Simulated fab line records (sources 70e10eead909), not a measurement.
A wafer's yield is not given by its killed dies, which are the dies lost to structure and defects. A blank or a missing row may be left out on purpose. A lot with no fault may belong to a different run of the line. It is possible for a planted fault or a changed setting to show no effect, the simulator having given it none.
A struck lot beside a sound one + flow nand harc + 15 out of 1302 route steps
Sound: wafers L477.1, L477.2, L477.6. Wafers L488.2, L488.3 were the ones struck. The cause comes at the end.
Each step with rows lists, per side, the tool, then ch with its chambers, then its first start. Under that, the readings that differ: sound wafers + struck wafers + difference of the means + sigmas: that difference in standard deviations of wafers without a fault.
alike: readings whose means differ by less than 2 such deviations, and words and numbers that are the same on both sides. not compared: withheld readings, readings that some wafer has no value for, bounds like >300 that may hide the same value, and numbers for which the record gives no deviation and whose values overlap.
Wherever a step has rows on one side only, a row that says differs or no value, or a row with sigmas, the two part there. When numbers do not overlap yet have no deviation, they are printed without sigmas and do not part them. A reading that every wafer of one side lacks parts them only if that side has two wafers or more.

NHARC_A_ONON_D2_THK_MEAS_08: measures by ellipsometry.
  sound: film metro-02 at day 12 07:41; struck: film metro-01 at day 17 05:56
| reading     | sound          | struck  | difference | sigmas |
|-------------|----------------|---------|------------|--------|
| thk nm (nm) | 1004 1003 1003 | 967 971 | -34        | -3     |
following that, 1 step holds no rows for these wafers, namely NHARC_A_ONON_D2_DEP_09 (target thickness 1000 nm).
NHARC_A_ONON_D2_THK_MEAS_11: measures by ellipsometry.
  sound: film metro-02 at day 12 08:15; struck: film metro-01 at day 17 06:31
  alike: thk nm
following that, 1 step holds no rows for these wafers, namely NHARC_A_ONON_D2_DEP_12 (target thickness 1000 nm).
NHARC_A_ONON_D2_THK_MEAS_14: measures by ellipsometry.
  sound: film metro-01 at day 12 08:49; struck: film metro-02 at day 17 07:05
| reading     | sound          | struck  | difference | sigmas |
|-------------|----------------|---------|------------|--------|
| thk nm (nm) | 1016 1016 1016 | 994 993 | -22        | -3     |
then, 2 steps without rows for these wafers: NHARC_A_ONON_D2_ANNEAL_15 (time 3600 s); NHARC_A_ONON_D2_DEP_16 (target thk 1000 nm).
NHARC_A_ONON_D2_THK_MEAS_18: measures by ellipsometry.
  sound: film metro-01 at day 12 18:37; struck: film metro-02 at day 17 14:35
  alike: thk nm
following that, 1 step holds no rows for these wafers, namely NHARC_A_ONON_D2_DEP_19 (target thickness 1000 nm).
NHARC_A_ONON_D2_THK_MEAS_21: measures by ellipsometry.
  sound: film metro-02 at day 12 19:11; struck: film metro-01 at day 17 15:09
  alike: thk nm
following that, 1 step holds no rows for these wafers, namely NHARC_A_ONON_D2_DEP_22 (target thickness 1000 nm).
NHARC_A_ONON_D2_THK_MEAS_24: measures by ellipsometry.
  sound: film metro-02 at day 12 19:44; struck: film metro-01 at day 17 15:43
| reading     | sound          | struck  | difference | sigmas |
|-------------|----------------|---------|------------|--------|
| thk nm (nm) | 1002 1001 1001 | 975 975 | -26        | -3     |
NHARC_A_ONON_D2_DEP_25: target thk 1000 nm.
  sound on pecvd onon-02 ch 0, day 12 19:48; struck on pecvd onon-01 ch 0, day 17 15:50
NHARC_A_ONON_D2_THK_MEAS_27: measures by ellipsometry.
  sound: film metro-01 at day 12 20:19; struck: film metro-01 at day 17 16:17
| reading     | sound          | struck  | difference | sigmas |
|-------------|----------------|---------|------------|--------|
| thk nm (nm) | 1008 1009 1008 | 658 657 | -351       | -38    |
following that, 1 step holds no rows for these wafers, namely NHARC_A_ONON_D2_DEP_28 (target thickness 1000 nm).

## WHERE THEY PART
First at NHARC_A_ONON_D2_THK_MEAS_08; last, within this record, at NHARC_A_ONON_D2_THK_MEAS_27.

WHY: the cause the simulator had injected
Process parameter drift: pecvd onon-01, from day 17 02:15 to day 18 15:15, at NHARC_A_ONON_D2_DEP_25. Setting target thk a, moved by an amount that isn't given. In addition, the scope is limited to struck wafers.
